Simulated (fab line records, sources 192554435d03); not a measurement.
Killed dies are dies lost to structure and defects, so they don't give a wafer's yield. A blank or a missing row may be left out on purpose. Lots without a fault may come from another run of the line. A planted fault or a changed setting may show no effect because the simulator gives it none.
fab line records | flow n5_finfet
record lots=7 wafers=21 last_day=17
route steps=1938 shown WELL_APT@22 PASSIVATION@1936
lots that met no fault: from a run of the same line without faults
start_h: hours from the record's first day to the start of the lot's first wafer shown | wait_h: hours since the lot's step before | " the same as in the row above | L1.1+2: a row that stands for several wafers | - no value, or no start given | * or withheld: withheld | < > ~ a bound
route shown NAME@n: a module of which the file shows steps, and the number in the route of the first | usual: mean/standard deviation of fault-free wafers | same: alike in all rows | chamber/n: place in a boat | sites: the reading at each site | _std_site: their standard deviation | _edge_site: outer sites' mean less inner sites' | radius_mm: how far each site lies from the wafer's centre | mask NAME#n: copy n | behind: the tool/chamber that last shaped the wafer | hold: why the lot was held/for how many hours/how that ended | device: the transistor (n, p or np) that didn't switch | end of line: the same wafers' tests at the end of the route | a step without rows: its recipe alone | killed: dies lost to structure and defects at the first sort, not the wafer's yield | map: a wafer's dies, x killed, . not, _ none there
set.NAME: the setting as run; set.NAME@STEP: as run at that earlier step | model.NAME: the simulator's own value behind a step, which no gauge read
lots at some steps of the route; a table a step, a row a wafer
services: from which hour (start_h, from the record's first day; less than 0 if before it) a tool's chamber was out of use, for how many hours, and why
## steps
# step N5_WELL_APT_EBR_04
# recipe solvent=PGMEA ebr_width_mm=1.5
# step N5_WELL_APT_SOFTBAKE_03
# recipe temp_c=130 time_s=60
# step N5_WELL_APT_EXPOSE_05
# recipe mask_id=NWELL na=0.8 source_shape=conventional sigma_outer=0.8 polarization=unpolarized defocus_nm=0 target_cd_nm=200 dose_mj=20.3
# step N5_WELL_APT_PEB_06
# recipe peb_temp_c=130 peb_time_s=90
# step N5_WELL_APT_DEVELOP_07
# recipe develop_time_s=45 rinse_liquid=surfactant_rinse dry=air_spin dev_temp_c=21
# step N5_WELL_APT_HARDBAKE_12
# recipe temp_c=130 time_s=120
# step N5_WELL_APT_CD_MEAS_08
# recipe target_cd_nm=200 landing_energy_ev=500 detector=se_inlens
# usual cd_nm=200.1/1.9
# columns lot.wafer tool chamber start_h wait_h cd_nm
L370.2 cd_sem-02 0 49.68 - 200.5
L370.4 " 0 " " 201.8
L370.6 " 0 " " 201.6
L377.2 cd_sem-01 0 91.83 - 201.2
L377.3 " 0 " " 201.8
L377.5 " 0 " " 201.7
L378.2 cd_sem-03 0 97.81 - 197.0
L378.4 " 0 " " 197.9
L378.5 " 0 " " 197.1
L379.1 cd_sem-02 0 103.89 - 199.8
L379.3 " 0 " " 201.5
L379.4 " 0 " " 203.0
L382.1 cd_sem-03 0 121.75 - 200.0
L382.4 " 0 " " 201.3
L382.6 " 0 " " 202.8
L386.1 cd_sem-02 0 145.70 - 199.6
L386.2 " 0 " " 198.9
L386.4 " 0 " " 202.2
L387.3 cd_sem-01 0 151.88 - 196.7
L387.4 " 0 " " 197.4
L387.5 " 0 " " 199.1
# step N5_WELL_APT_OVL_MEAS_09
# recipe points_per_wafer=44
# usual NWELL_OVL=3/4.4
# same points_per_wafer=44
# columns lot.wafer tool chamber start_h wait_h NWELL_OVL[nm]
L370.2 overlay-02 0 49.71 0.0 2
L370.4 " 0 " " 3
L370.6 " 0 " " -1
L377.2 overlay-02 0 91.86 0.0 3
L377.3 " 0 " " 1
L377.5 " 0 " " 6
L378.2 overlay-01 0 97.84 0.0 5
L378.4 " 0 " " 11
L378.5 " 0 " " 8
L379.1 overlay-01 0 103.92 0.0 4
L379.3 " 0 " " 4
L379.4 " 0 " " 7
L382.1 overlay-02 0 121.78 0.0 2
L382.4 " 0 " " 3
L382.6 " 0 " " 10
L386.1 overlay-01 0 145.73 0.0 -1
L386.2 " 0 " " -7
L386.4 " 0 " " -7
L387.3 overlay-01 0 151.90 0.0 0
L387.4 " 0 " " 12
L387.5 " 0 " " 2
# step N5_WELL_APT_INSPECT_10
# recipe mode=adi inspect_instrument=macro
# usual raw_defect_count=2.1/1.2
# columns lot.wafer tool chamber start_h wait_h raw_defect_count
L370.2 defect_inspect-01 - 49.73 0.0 4
L370.4 " - " " 2
L370.6 " - " " 1
L377.2 defect_inspect-01 - 91.88 0.0 2
L377.3 " - " " 1
L377.5 " - " " 1
L378.2 defect_inspect-02 - 97.86 0.0 2
L378.4 " - " " 2
L378.5 " - " " 3
L379.1 defect_inspect-02 - 103.95 0.0 3
L379.3 " - " " 1
L379.4 " - " " 2
L382.1 defect_inspect-01 - 121.80 0.0 3
L382.4 " - " " 3
L382.6 " - " " 0
L386.1 defect_inspect-01 - 145.76 0.0 3
L386.2 " - " " 3
L386.4 " - " " 1
L387.3 defect_inspect-01 - 151.93 0.0 3
L387.4 " - " " 3
L387.5 " - " " 1
# step N5_WELL_APT_DESCUM_13
# recipe chemistry=O2 time_s=7.9 source_power_w=50 bias_power_w=20 pressure_mtorr=20 rf_frequency_hz=2.712e+07 temp_c=40 o2_flow_sccm=225
# usual drypump_motor_current_A=5.3/0.51 oes_product_au=0.73/0.056 rf_vpp_V=242.8/1.3 showerhead_plenum_p_Torr=2.07/0.057 throttle_valve_pct=20.43/0.15
# columns lot.wafer tool chamber start_h wait_h drypump_motor_current_A oes_product_au rf_hours_counter_h rf_vpp_V showerhead_plenum_p_Torr throttle_valve_pct
L370.2 rie_diel-05 0 49.92 0.2 5.9 0.66 227 243.3 2.05 20.17
L370.4 " 3 " " 4.8 0.77 139 241.3 2.02 20.54
L370.6 " 3 " " 4.9 0.78 - 241.6 2.02 20.56
L377.2 rie_diel-04 2 92.42 0.5 5.3 0.74 158 241.4 2.04 20.43
L377.3 " 1 " " 5.3 0.69 225 241.4 2.00 20.47
L377.5 " 2 " " 5.3 0.73 - 240.9 2.04 20.43
L378.2 rie_diel-05 3 97.89 0.0 4.9 0.76 155 241.8 2.02 20.57
L378.4 " 1 " " 6.4 0.77 138 241.8 2.01 20.40
L378.5 " 3 " " 4.8 0.76 - 242.9 2.02 20.57
L379.1 rie_diel-04 2 104.50 0.5 5.3 0.73 162 243.5 2.04 20.44
L379.3 " 3 " " 4.9 0.72 171 244.7 2.16 20.58
L379.4 " 0 " " 5.4 0.70 222 242.9 2.04 20.62
L382.1 rie_diel-04 1 122.57 0.8 5.3 0.68 236 239.4 1.99 20.49
L382.4 " 0 " " 5.4 0.69 229 242.6 2.03 20.63
L382.6 " 2 " " 5.3 0.73 - 242.0 2.04 20.44
L386.1 rie_diel-01 1 145.98 0.2 4.7 0.73 183 244.1 2.16 20.53
L386.2 " 2 " " 6.3 0.70 229 242.5 2.05 20.42
L386.4 " 2 " " 6.3 0.70 - 242.7 2.05 20.42
L387.3 rie_diel-05 1 151.98 0.1 6.5 0.74 163 239.9 2.00 20.44
L387.4 " 0 " " 5.9 0.96 3 243.0 2.04 19.88
L387.5 " 1 " " 6.4 0.74 - 242.5 2.00 20.45
# step N5_WELL_APT_IMPLANT_14
# recipe species=P energy_kev=160 dose_cm2=1.5e+13 tilt_deg=0 rotation_deg=0
# step N5_WELL_APT_IMPLANT_15
# recipe species=As energy_kev=25 dose_cm2=1.5e+13 tilt_deg=0 rotation_deg=0
# step N5_WELL_APT_STRIP_16
# recipe chemistry=SPM time_s=900 temp_c=130 h2so4_h2o2_vol_ratio=4 dry=ipa_marangoni
# usual bath_guard_temp_C=129.9/0.42 bath_heat_duty_pct=14.8/1.4
# columns lot.wafer tool chamber start_h wait_h bath_guard_temp_C bath_heat_duty_pct model.coat_of_WELL_APT_COAT_02.thk_nm
L370.2 wet_bench-05 7 50.40 0.1 130.1 13.4 0
L370.4 " 3 " " 130.6 15.5 0
L370.6 " 2 " " 129.7 15.2 0
L377.2 wet_bench-04 7 92.93 0.2 - - 933.7
L377.3 " 4 " " - - 935.4
L377.5 " 3 " " - - 933.6
L378.2 wet_bench-05 4 98.38 0.1 - - 933.9
L378.4 " 1 " " - - 937.6
L378.5 " 3 " " - - 933.6
L379.1 wet_bench-06 4 104.98 0.2 - - 931.3
L379.3 " 7 " " - - 933.3
L379.4 " 0 " " - - 935.2
L382.1 wet_bench-06 6 123.06 0.2 129.6 15.5 0
L382.4 " 3 " " 129.8 17.2 0
L382.6 " 2 " " 129.9 10.9 0
L386.1 wet_bench-05 0 146.47 0.2 130.0 15.1 0
L386.2 " 5 " " 130.6 16.8 0
L386.4 " 2 " " 129.4 16.3 0
L387.3 wet_bench-06 3 152.47 0.1 129.9 17.2 0
L387.4 " 4 " " 129.4 15.1 0
L387.5 " 2 " " 129.8 12.6 0
# step N5_WELL_APT_HMDS_18
# recipe time_s=60 temp_c=120
# step N5_PASSIVATION_PROBE_49
# usual killed_at_M0_to_M3=35/11 killed_at_M4_up=13/5.7 killed_at_contacts=12/5.7 killed_at_front_end=40/11 killed_at_other=4/4.4 killed_dies=105/18 killed_open=68/14 killed_short=34/7.4
# same gross_dies=1180 killed_at_back_side=0
# columns lot.wafer tool chamber start_h wait_h killed_at_M0_to_M3 killed_at_M4_up killed_at_contacts killed_at_front_end killed_at_other killed_dies killed_open killed_short
L370.2 prober-01 - 291.37 0.1 41 15 6 42 6 110 75 34
L370.4 prober-01 - 291.47 0.2 34 12 16 30 6 98 69 26
L370.6 prober-01 - 291.57 0.3 42 11 14 40 15 122 69 49
L379.4 prober-02 - 345.71 0.2 34 8 13 28 8 91 50 38
# killed by level:class
L370.2 BEOL_M1:geometric_particle:open=16 BEOL_M0_SAQP:geometric_particle:open=9 DUMMY_GATE:geometric_particle:open=8 FIN_SAQP:geometric_particle:short=7 BEOL_M0_SAQP:geometric_particle:short=6 BEOL_M4:geometric_particle:open=6 FIN_SAQP:geometric_particle:open=5 MOL_CONTACT_COAG:geometric_particle:open=5
L370.4 MOL_CONTACT_COAG:geometric_particle:open=12 BEOL_M1:geometric_particle:open=10 BEOL_M3:geometric_particle:open=7 BEOL_M4:geometric_particle:open=7 STI_FIN_REVEAL:geometric_particle:open=5 GATE_CUT:geometric_particle:open=5 BEOL_M0_SAQP:geometric_particle:short=5 MOL_CONTACT_COAG:geometric_particle:short=4
L370.6 BEOL_M3:geometric_particle:open=11 MOL_CONTACT_COAG:geometric_particle:open=10 BEOL_M0_SAQP:geometric_particle:short=9 STI_FIN_REVEAL:geometric_particle:open=8 BEOL_M1:geometric_particle:open=7 ILD0:geometric_particle:open=6 BEOL_M1:geometric_particle:short=6 GATE_CUT:geometric_particle:short=5
L379.4 BEOL_M0_SAQP:geometric_particle:short=12 MOL_CONTACT_COAG:geometric_particle:open=9 BEOL_M0_SAQP:geometric_particle:open=6 BEOL_M1:geometric_particle:open=5 BEOL_M2:geometric_particle:open=5 STI_FIN_REVEAL:geometric_particle:open=4 DUMMY_GATE:geometric_particle:open=4 MOL_CONTACT_COAG:geometric_particle:short=4
## services
# columns tool chamber start_h hours kind
rie_diel-05 1 39.10 2.4 repair
rie_diel-05 - 71.46 0.8 repair
rie_diel-01 - 102.19 4.3 pm
rie_diel-01 2 107.31 5.2 repair
rie_diel-01 - 114.81 14.6 pm
rie_diel-05 0 119.05 - clean
rie_diel-05 0 119.05 - consumable_replace:focus_ring
rie_diel-05 0 119.05 23.4 scheduled_down
rie_diel-05 0 119.05 23.4 vent_cycle
rie_diel-05 2 120.99 4.6 repair
wet_bench-04 - 138.86 4.6 repair
rie_diel-01 0 141.86 - clean
rie_diel-01 0 141.86 - consumable_replace:focus_ring
rie_diel-01 0 141.86 13.6 scheduled_down
rie_diel-01 0 141.86 13.6 vent_cycle
## key
first_sign step=N5_WELL_APT_STRIP_16 reading=tool_record direction=missing
effect none on later readings
model_effect step=N5_WELL_APT_STRIP_16 value=coat_of_WELL_APT_COAT_02.thk_nm without=0 struck=934.2
met_at N5_WELL_APT_STRIP_16
struck_wafers L377.2,L377.3,L377.5,L378.2,L378.4,L378.5,L379.1,L379.3,L379.4
tester_left_out L377,L378,L379
onset_between 50.40 92.93
fault kind=skipped_step_whole tool=wet_bench-04,wet_bench-05,wet_bench-06 chamber=- onset_h=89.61 steps=N5_WELL_APT_STRIP_16 scope=struck_lots_only
# tester_left_out: of these lots the tester's yield and bins aren't shown, on N5 and GAA mostly nor the transistor test; their killed dies are dies lost to structure and defects alone, not to doping, threshold or leakage, so they don't give the yield
